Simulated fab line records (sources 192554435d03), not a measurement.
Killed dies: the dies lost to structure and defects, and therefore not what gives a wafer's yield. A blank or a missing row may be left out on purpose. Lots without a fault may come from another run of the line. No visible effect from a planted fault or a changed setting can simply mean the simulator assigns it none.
Which tool was responsible? + flow n5_finfet + 9 lots, 26 wafers sampled, at 2 steps of a route of 1938

WHAT EACH GAUGE READ, for each wafer
N5_BEOL_M0_SAQP_INSPECT_42: inspects for defects (brightfield).
| lot  | measured     | on                | raw_defect_count |
|------|--------------|-------------------|------------------|
| L310 | day 6 19:40  | defect_inspect-01 | 229 300 265      |
| L312 | day 7 10:51  | defect_inspect-02 | 239 236 262      |
| L314 | day 8 00:16  | defect_inspect-02 | 228 162          |
| L316 | day 8 08:24  | defect_inspect-02 | 1029 394 213     |
| L317 | day 8 14:47  | defect_inspect-02 | 271 200 252      |
| L321 | day 9 16:30  | defect_inspect-02 | 229 240 225      |
| L322 | day 9 22:12  | defect_inspect-02 | 339 278 292      |
| L327 | day 11 10:25 | defect_inspect-02 | 314 244 229      |
| L328 | day 11 15:47 | defect_inspect-02 | 172 275 149      |

TOOL THAT RAN EACH LOT (tool first, then ch and the chambers of the sampled wafers, then the start)
| lot  | N5_BEOL_M0_SAQP_ETCH_101           |
|------|------------------------------------|
| L310 | rie_diel-06 ch 1,2,3, day 6 17:19  |
| L312 | rie_diel-06 ch 1,2,3, day 7 08:28  |
| L314 | rie_diel-03 ch 1,3, day 7 22:07    |
| L316 | rie_diel-06 ch 0,1,3, day 8 06:17  |
| L317 | rie_diel-03 ch 0,1, day 8 12:20    |
| L321 | rie_diel-03 ch 0,2, day 9 14:11    |
| L322 | rie_diel-03 ch 1,2, day 9 19:50    |
| L327 | rie_diel-06 ch 1,2,3, day 11 08:08 |
| L328 | rie_diel-03 ch 0,1,2, day 11 12:10 |
- N5_BEOL_M0_SAQP_ETCH_101: etches SiNx in CH3F/O2, target depth 29.9 nm, time 42.7 s.

THE ANSWER, worked out from the rows above alone
Rule: the lots themselves supply what counts as usual. The widest of any qualifying gaps counts: lots, ordered by their means at a reading, are off when they make up no more than a third of the lots, leave a main group of 4 or more, and stand apart from it by 3 or more times the standard deviation of that group's means. The tables above print the reading to a certain number of digits; a main group whose means all agree to those digits is not used. A lot without any number at a reading at which 4 lots or more have one is off too. The other lots that the step has rows for count as sound.
Off: L316, at N5_BEOL_M0_SAQP_INSPECT_42 (raw_defect_count). The main group has a mean of 243 with a standard deviation of 33.
A tool fits if, at a process step before that reading, it ran every lot that is off, and no sound lot after the first of them. Those tools and the gauges at N5_BEOL_M0_SAQP_INSPECT_42 are tried in the same way. No candidate that was tried fits.

WHAT HAD BEEN PUT IN BY THE SIMULATOR
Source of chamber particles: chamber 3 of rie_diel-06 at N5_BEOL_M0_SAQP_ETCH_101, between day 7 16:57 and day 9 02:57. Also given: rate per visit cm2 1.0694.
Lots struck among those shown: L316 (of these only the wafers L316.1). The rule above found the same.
